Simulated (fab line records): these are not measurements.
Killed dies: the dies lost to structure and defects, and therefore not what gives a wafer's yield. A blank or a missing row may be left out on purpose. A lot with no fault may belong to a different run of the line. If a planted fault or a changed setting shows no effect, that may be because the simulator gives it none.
Split-lot trial / flow n5_finfet / 21 wafers read from 7 lots, route of 1938 steps

ON THE SPLIT
At N5_BEOL_M10_TRENCH_ETCH_37 (etches SiCOH lowk in C4F6/O2, target depth 148.83 nm, time 48 s), the setting bias_w was moved away from the recipe's 185 W on 9 of the 21 wafers read, by -17.2% to +11.3%. For the rest of the wafers, this setting stayed at what the recipe calls for.

Reading taken at the split's own step.

THE READING
rf_vpp_V, in V, at N5_BEOL_M10_TRENCH_ETCH_37 (etches SiCOH lowk in C4F6/O2, target depth 148.83 nm, time 48 s). Fault-free wafers of this fab line usually give 653 V, standard deviation 18 V.

wafer=L077.4; tool, chamber at the split=rie_diel-02, 2; bias_w as run, W=185; against the recipe=recipe; rf_vpp_V, V=633; against lot-mates on the recipe=-
wafer=L077.5; tool, chamber at the split=rie_diel-02, 3; bias_w as run, W=185; against the recipe=recipe; rf_vpp_V, V=644; against lot-mates on the recipe=-
wafer=L077.6; tool, chamber at the split=rie_diel-02, 0; bias_w as run, W=185; against the recipe=recipe; rf_vpp_V, V=631; against lot-mates on the recipe=-
wafer=L084.1; tool, chamber at the split=rie_diel-02, 0; bias_w as run, W=185; against the recipe=recipe; rf_vpp_V, V=632; against lot-mates on the recipe=-
wafer=L084.5; tool, chamber at the split=rie_diel-02, 2; bias_w as run, W=185; against the recipe=recipe; rf_vpp_V, V=632; against lot-mates on the recipe=-
wafer=L084.6; tool, chamber at the split=rie_diel-02, 1; bias_w as run, W=185; against the recipe=recipe; rf_vpp_V, V=681; against lot-mates on the recipe=-
wafer=L085.1; tool, chamber at the split=rie_diel-04, 0; bias_w as run, W=155.9; against the recipe=-15.7%; rf_vpp_V, V=585; against lot-mates on the recipe=-62
wafer=L085.3; tool, chamber at the split=rie_diel-04, 3; bias_w as run, W=155.9; against the recipe=-15.7%; rf_vpp_V, V=588; against lot-mates on the recipe=-59
wafer=L085.6; tool, chamber at the split=rie_diel-04, 2; bias_w as run, W=185; against the recipe=recipe; rf_vpp_V, V=647; against lot-mates on the recipe=-
wafer=L087.1; tool, chamber at the split=rie_diel-02, 2; bias_w as run, W=185; against the recipe=recipe; rf_vpp_V, V=631; against lot-mates on the recipe=-
wafer=L087.3; tool, chamber at the split=rie_diel-02, 0; bias_w as run, W=205.9; against the recipe=+11.3%; rf_vpp_V, V=696; against lot-mates on the recipe=+65
wafer=L087.5; tool, chamber at the split=rie_diel-02, 2; bias_w as run, W=205.9; against the recipe=+11.3%; rf_vpp_V, V=689; against lot-mates on the recipe=+58
wafer=L091.1; tool, chamber at the split=rie_diel-02, 2; bias_w as run, W=185; against the recipe=recipe; rf_vpp_V, V=633; against lot-mates on the recipe=-
wafer=L091.2; tool, chamber at the split=rie_diel-02, 3; bias_w as run, W=153.1; against the recipe=-17.2%; rf_vpp_V, V=556; against lot-mates on the recipe=-77
wafer=L091.4; tool, chamber at the split=rie_diel-02, 0; bias_w as run, W=153.1; against the recipe=-17.2%; rf_vpp_V, V=552; against lot-mates on the recipe=-81
wafer=L093.2; tool, chamber at the split=rie_diel-02, 2; bias_w as run, W=185; against the recipe=recipe; rf_vpp_V, V=633; against lot-mates on the recipe=-
wafer=L093.3; tool, chamber at the split=rie_diel-02, 0; bias_w as run, W=185; against the recipe=recipe; rf_vpp_V, V=640; against lot-mates on the recipe=-
wafer=L093.4; tool, chamber at the split=rie_diel-02, 3; bias_w as run, W=185; against the recipe=recipe; rf_vpp_V, V=644; against lot-mates on the recipe=-
wafer=L090.1; tool, chamber at the split=rie_diel-04, 0; bias_w as run, W=158.7; against the recipe=-14.2%; rf_vpp_V, V=591; against lot-mates on the recipe=no lot-mate on the recipe
wafer=L090.2; tool, chamber at the split=rie_diel-04, 2; bias_w as run, W=158.7; against the recipe=-14.2%; rf_vpp_V, V=572; against lot-mates on the recipe=no lot-mate on the recipe
wafer=L090.3; tool, chamber at the split=rie_diel-04, 1; bias_w as run, W=158.7; against the recipe=-14.2%; rf_vpp_V, V=581; against lot-mates on the recipe=no lot-mate on the recipe

THE FIT
A straight line over all 21 wafers: rf_vpp_V changes by +4.32 V for each +1% of bias_w; r = +0.95; the points scatter about the line by 13 V.
The same after taking each lot's own level away (the mean of its wafers on the recipe; 18 wafers): +4.55 V for each +1%; r = +0.96; scatter 12 V.
That fit puts the effect of the largest move of bias_w on the reading at 78 V.
Across the lots, their own levels run from 631.0 to 648.3 V, a range of 1.0 times the standard deviation given above.
Hence the lot-to-lot level has little effect on the slope; both slopes agree.
Check: -75.9 V against its lot-mates is what the line predicts for one of the wafers moved furthest among these (-17.2%) when that wafer is left out of the fit. Against them it came out at -77 V.
Tool readings at the split's step, against how far the setting was moved: rf_vpp_V r = +0.95.

THESE WAFERS: OTHER SPLITS
Other splits were also applied to these wafers ahead of the reading. Each is held against what the fit with the lots' levels taken away leaves over:
other split on the same wafers=N5_BEOL_M7_DESCUM_33 time_s; wafers away from the commonest value=11; r with rf_vpp_V (lot level and that fit taken away)=+0.52
other split on the same wafers=N5_BEOL_M8_ETCH_65 source_w; wafers away from the commonest value=6; r with rf_vpp_V (lot level and that fit taken away)=+0.06
other split on the same wafers=N5_BEOL_M9_ILD_DEP_00 time_s; wafers away from the commonest value=6; r with rf_vpp_V (lot level and that fit taken away)=-0.14
other split on the same wafers=N5_BEOL_M9_EXPOSE_08 dose_mj; wafers away from the commonest value=9; r with rf_vpp_V (lot level and that fit taken away)=+0.26
other split on the same wafers=N5_BEOL_M10_VIA_ETCH_34 time_s; wafers away from the commonest value=6; r with rf_vpp_V (lot level and that fit taken away)=-0.15

THE FILE'S OWN FIT
rf_vpp_V changes by +4.47 V for each +1% of bias_w, r = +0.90.
